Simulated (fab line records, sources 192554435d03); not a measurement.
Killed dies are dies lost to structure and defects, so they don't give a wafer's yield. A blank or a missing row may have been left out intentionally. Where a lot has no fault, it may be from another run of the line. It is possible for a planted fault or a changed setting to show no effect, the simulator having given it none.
Split-lot experiment || flow n5-finfet || on a route of 1938 steps: 7 lots, 21 wafers read

THE SPLIT ITSELF
At N5_BEOL_M7_PECVD_70 (deposits SiO2 from TEOS/O2, target thk 20 nm, time 22.7 s), the setting temp-c was moved away from the recipe's 400 C on 8 of the 21 wafers read, by -2.7% to +3.8%. For the rest of the wafers, this setting stayed at what the recipe calls for.

FROM THE SPLIT TO THE READING: what the file shows between them, 15 steps
- N5_BEOL_M7_EXPOSE_08: exposes mask M7 (also split here: dose-mj)
- N5_BEOL_M7_PEB_09: peb time 60 s
- N5_BEOL_M7_DEVELOP_10: develop time 30 s
- N5_BEOL_M7_CD_MEAS_11: target cd 38.5 nm
- N5_BEOL_M7_DESCUM_16: chemistry O2, time 7.9 s
- N5_BEOL_M7_ETCH_61: etches SiARC in CF4, target depth 45.5 nm, time 75.8 s
- N5_BEOL_M7_ETCH_62: etches SOC in N2/H2, target depth 110 nm, overetch 22 nm, time 165 s
- N5_BEOL_M7_STRIP_68: strips in N2/H2
- N5_BEOL_M7_STRIP_67: strips in CF4
- N5_BEOL_M7_HM_OPEN_17: chemistry Cl2/BCl3, target TiN, target depth 20 nm, overetch 6 nm
- N5_BEOL_M7_STRIP_19: strips in O2
- N5_BEOL_M7_CD_MEAS_18: pitch 80 nm, target cd 40 nm
- N5_BEOL_M7_COAT_63: time 60 s, resist thk 60 nm
- N5_BEOL_M7_COAT_64: time 60 s, resist thk 12 nm
- N5_BEOL_M7_STRIP_80: strips in N2/H2, time 10 s

THE READING
SiO2_of_BEOL_M7_PECVD_70.thk-nm (the simulator's own value, which no gauge read), in nm, at N5_BEOL_M7_HM_STRIP_39 (strips TiN in peroxide tin strip, target depth 25 nm, time 158 s). The file does not state a usual value for it. The 13 wafers here that ran the recipe average 19.9 nm, standard deviation 0.36 nm.

{"wafer": "L076.1", "tool, chamber at the split": "pecvd-04, 1", "temp-c as run, C": 400, "against the recipe": "recipe", "SiO2_of_BEOL_M7_PECVD_70.thk-nm, nm": 19.8, "against lot-mates on the recipe": "-"}
{"wafer": "L076.3", "tool, chamber at the split": "pecvd-04, 2", "temp-c as run, C": 405.7, "against the recipe": "+1.4%", "SiO2_of_BEOL_M7_PECVD_70.thk-nm, nm": 19.4, "against lot-mates on the recipe": -0.6}
{"wafer": "L076.5", "tool, chamber at the split": "pecvd-04, 1", "temp-c as run, C": 400, "against the recipe": "recipe", "SiO2_of_BEOL_M7_PECVD_70.thk-nm, nm": 20.2, "against lot-mates on the recipe": "-"}
{"wafer": "L080.1", "tool, chamber at the split": "pecvd-04, 1,2", "temp-c as run, C": 400, "against the recipe": "recipe", "SiO2_of_BEOL_M7_PECVD_70.thk-nm, nm": 20, "against lot-mates on the recipe": "-"}
{"wafer": "L080.2", "tool, chamber at the split": "pecvd-04, 0", "temp-c as run, C": 400, "against the recipe": "recipe", "SiO2_of_BEOL_M7_PECVD_70.thk-nm, nm": 20.2, "against lot-mates on the recipe": "-"}
{"wafer": "L080.3", "tool, chamber at the split": "pecvd-04, 1,2", "temp-c as run, C": 400, "against the recipe": "recipe", "SiO2_of_BEOL_M7_PECVD_70.thk-nm, nm": 20.2, "against lot-mates on the recipe": "-"}
{"wafer": "L081.2", "tool, chamber at the split": "pecvd-02, 1", "temp-c as run, C": 400, "against the recipe": "recipe", "SiO2_of_BEOL_M7_PECVD_70.thk-nm, nm": 19.4, "against lot-mates on the recipe": "-"}
{"wafer": "L081.3", "tool, chamber at the split": "pecvd-02, 1", "temp-c as run, C": 400, "against the recipe": "recipe", "SiO2_of_BEOL_M7_PECVD_70.thk-nm, nm": 19.8, "against lot-mates on the recipe": "-"}
{"wafer": "L081.5", "tool, chamber at the split": "pecvd-02, 1", "temp-c as run, C": 400, "against the recipe": "recipe", "SiO2_of_BEOL_M7_PECVD_70.thk-nm, nm": 19.6, "against lot-mates on the recipe": "-"}
{"wafer": "L089.1", "tool, chamber at the split": "pecvd-03, 2", "temp-c as run, C": 389.7, "against the recipe": "-2.6%", "SiO2_of_BEOL_M7_PECVD_70.thk-nm, nm": 21, "against lot-mates on the recipe": "+1.0"}
{"wafer": "L089.2", "tool, chamber at the split": "pecvd-03, 0", "temp-c as run, C": 400, "against the recipe": "recipe", "SiO2_of_BEOL_M7_PECVD_70.thk-nm, nm": 19.6, "against lot-mates on the recipe": "-"}
{"wafer": "L089.4", "tool, chamber at the split": "pecvd-03, 2", "temp-c as run, C": 400, "against the recipe": "recipe", "SiO2_of_BEOL_M7_PECVD_70.thk-nm, nm": 20.4, "against lot-mates on the recipe": "-"}
{"wafer": "L088.3", "tool, chamber at the split": "pecvd-03, 2", "temp-c as run, C": 389, "against the recipe": "-2.7%", "SiO2_of_BEOL_M7_PECVD_70.thk-nm, nm": 21.4, "against lot-mates on the recipe": "no lot-mate on the recipe"}
{"wafer": "L088.5", "tool, chamber at the split": "pecvd-03, 0", "temp-c as run, C": 389, "against the recipe": "-2.7%", "SiO2_of_BEOL_M7_PECVD_70.thk-nm, nm": 21.4, "against lot-mates on the recipe": "no lot-mate on the recipe"}
{"wafer": "L088.4", "tool, chamber at the split": "pecvd-03, 2", "temp-c as run, C": 389, "against the recipe": "-2.7%", "SiO2_of_BEOL_M7_PECVD_70.thk-nm, nm": 21.6, "against lot-mates on the recipe": "no lot-mate on the recipe"}
{"wafer": "L097.1", "tool, chamber at the split": "pecvd-03, 0", "temp-c as run, C": 400, "against the recipe": "recipe", "SiO2_of_BEOL_M7_PECVD_70.thk-nm, nm": 19.4, "against lot-mates on the recipe": "-"}
{"wafer": "L097.2", "tool, chamber at the split": "pecvd-03, 1", "temp-c as run, C": 415.3, "against the recipe": "+3.8%", "SiO2_of_BEOL_M7_PECVD_70.thk-nm, nm": 18.2, "against lot-mates on the recipe": -1.2}
{"wafer": "L097.4", "tool, chamber at the split": "pecvd-03, 2", "temp-c as run, C": 415.3, "against the recipe": "+3.8%", "SiO2_of_BEOL_M7_PECVD_70.thk-nm, nm": 18, "against lot-mates on the recipe": -1.4}
{"wafer": "L095.2", "tool, chamber at the split": "pecvd-03, 1", "temp-c as run, C": 400, "against the recipe": "recipe", "SiO2_of_BEOL_M7_PECVD_70.thk-nm, nm": 20, "against lot-mates on the recipe": "-"}
{"wafer": "L095.4", "tool, chamber at the split": "pecvd-03, 1", "temp-c as run, C": 400, "against the recipe": "recipe", "SiO2_of_BEOL_M7_PECVD_70.thk-nm, nm": 20.6, "against lot-mates on the recipe": "-"}
{"wafer": "L095.5", "tool, chamber at the split": "pecvd-03, 2", "temp-c as run, C": 411, "against the recipe": "+2.8%", "SiO2_of_BEOL_M7_PECVD_70.thk-nm, nm": 18.4, "against lot-mates on the recipe": -1.9}
If several chambers appear in one row, that row covers several wafers at once and the file leaves open which wafer was in which chamber.

THE FIT
A straight line over all 21 wafers: SiO2_of_BEOL_M7_PECVD_70.thk-nm changes by -0.505 nm for each +1% of temp-c; r = -0.95; the points scatter about the line by 0.32 nm.
The same after taking each lot's own level away (the mean of its wafers on the recipe; 18 wafers): -0.405 nm for each +1%; r = -0.91; scatter 0.3 nm.
Per that fit: largest temp-c move, reading shift of 1.5 nm.
From 19.40 to 20.30 nm: that is the span of the lots' own levels, equal to 2.5 times the standard deviation above.
Thus the slope moves with the lot-to-lot level: the two fits are different.
Check: with one of the wafers moved furthest among these (+3.8%) left out of the fit, the line predicts -1.75 nm for it against its lot-mates. It came out at -1.2 nm against them.

OTHER SPLITS APPLIED TO THESE WAFERS
Before the reading, these wafers also passed through other splits. Each is held against what the fit with the lots' levels taken away leaves over:
{"other split on the same wafers": "N5_BEOL_M6_ETCH_62 time-s", "wafers away from the commonest value": 3, "r with SiO2_of_BEOL_M7_PECVD_70.thk-nm (lot level and that fit taken away)": "+0.39"}
{"other split on the same wafers": "N5_BEOL_M6_EXPOSE_25 dose-mj", "wafers away from the commonest value": 3, "r with SiO2_of_BEOL_M7_PECVD_70.thk-nm (lot level and that fit taken away)": -0.03}
{"other split on the same wafers": "N5_BEOL_M7_EXPOSE_08 dose-mj", "wafers away from the commonest value": 9, "r with SiO2_of_BEOL_M7_PECVD_70.thk-nm (lot level and that fit taken away)": "+0.14"}

THE WHOLE CHAIN: every reading that the file lists as answering this split, in the file's order
{"step": "N5_BEOL_M7_PECVD_70", "what it does": "deposits SiO2 from TEOS/O2, target thk 20 nm, time 22.7 s", "reading": "SiO2_of_BEOL_M7_PECVD_70.thk-nm (the simulator's own value, which no gauge read)", "change (the file's fit)": "-0.463 nm for each +1% of the setting", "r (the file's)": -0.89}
{"step": "N5_BEOL_M7_HM_STRIP_39", "what it does": "strips TiN in peroxide tin strip, target depth 25 nm, time 158 s", "reading": "SiO2_of_BEOL_M7_PECVD_70.thk-nm (the simulator's own value, which no gauge read)", "change (the file's fit)": "-0.442 nm for each +1% of the setting", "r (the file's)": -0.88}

THE FILE'S OWN FIT
SiO2_of_BEOL_M7_PECVD_70.thk-nm changes by -0.442 nm for each +1% of temp-c, r = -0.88.
